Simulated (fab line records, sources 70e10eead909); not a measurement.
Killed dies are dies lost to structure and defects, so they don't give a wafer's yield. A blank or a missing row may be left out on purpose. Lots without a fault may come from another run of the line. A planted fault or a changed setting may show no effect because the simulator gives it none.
One fault seen from 2 desks | flow nand_harc | each desk has only its own numbers; what lay behind them comes last

THE TOOL OWNER'S DESK: rie_diel-03
The tool's own readings at NHARC_A_SLIT_ETCH_24 (etches the open film in CF4/CHF3, target depth 121 nm, time 60.5 s): means of the sampled wafers that have a number, for each lot that ran on this tool. A lot is out of limits, marked OUT, if its mean lies more than 4 standard deviations from the usual mean; the brackets give that distance.
Columns: A = drypump_motor_current_A at NHARC_A_SLIT_ETCH_24, usual 5.6 A; B = oes_product_au at NHARC_A_SLIT_ETCH_24, usual 0.964 a.u.; C = rf_vpp_V at NHARC_A_SLIT_ETCH_24, usual 370.5 V; D = run_length_s at NHARC_A_SLIT_ETCH_24, usual 82.0 s; E = showerhead_plenum_p_Torr at NHARC_A_SLIT_ETCH_24, usual 1.57 Torr; F = throttle_valve_pct at NHARC_A_SLIT_ETCH_24, usual 16.803 %
lot  | first seen here | A   | B     | C     | D              | E    | F
L416 | day 21 11:14    | 5.5 | 0.985 | 371.2 | 82.1           | 1.60 | 16.798
L421 | day 24 00:22    | 5.4 | 0.973 | 372.1 | 81.9           | 1.61 | 16.807
L422 | day 24 08:40    | 5.8 | 0.971 | 371.2 | 75.2 (-17) OUT | 1.60 | 16.809
L426 | day 26 06:19    | 5.4 | 0.974 | 371.7 | 74.9 (-18) OUT | 1.62 | 16.802
This desk's finding: out of limits on L422, L426; first on L422, day 24 08:40 (run_length_s at NHARC_A_SLIT_ETCH_24). In limits: L416, L421.

THE METROLOGY DESK
What the gauges read, lot by lot, whatever tool the lot ran on: means of the sampled wafers that have a number. A lot is out of limits, marked OUT, if its mean lies more than 4 standard deviations from the usual mean; the brackets give that distance.
Columns: A = cd_nm at NHARC_A_SLIT_CD_MEAS_09, usual 300.0 nm
lot  | first seen here | A
L411 | day 19 17:10    | 298.9
L413 | day 20 07:22    | 299.7
L415 | day 21 00:19    | 299.8
L416 | day 21 10:58    | 300.6
L420 | day 23 16:40    | 300.5
L421 | day 24 00:05    | 300.1
L422 | day 24 08:23    | 300.0
L426 | day 26 06:02    | 300.3
L431 | day 27 15:12    | 300.3
L430 | day 27 15:14    | 299.2
L434 | day 29 13:10    | 299.5
L433 | day 29 20:09    | 299.5
This desk's finding: nothing out of limits on any of the 12 lots.

PUT TOGETHER
The tool owner's desk could have raised an alarm at day 24 08:40, on L422, L426.
The metrology desk saw nothing out of limits.
The metrology desk has L422, L426 on record, within its limits.
Of the lots named, all ran NHARC_A_SLIT_ETCH_24 on rie_diel-03.

WHAT THE SIMULATOR HAD PUT IN
Process parameter drift: rie_diel-03, from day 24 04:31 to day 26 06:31, at NHARC_A_SLIT_ETCH_24. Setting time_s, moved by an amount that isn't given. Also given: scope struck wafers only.
Lots struck among those shown: L422, L426.
Hours from the fault's start to each desk's first reading out of limits: the tool owner's desk, 4.
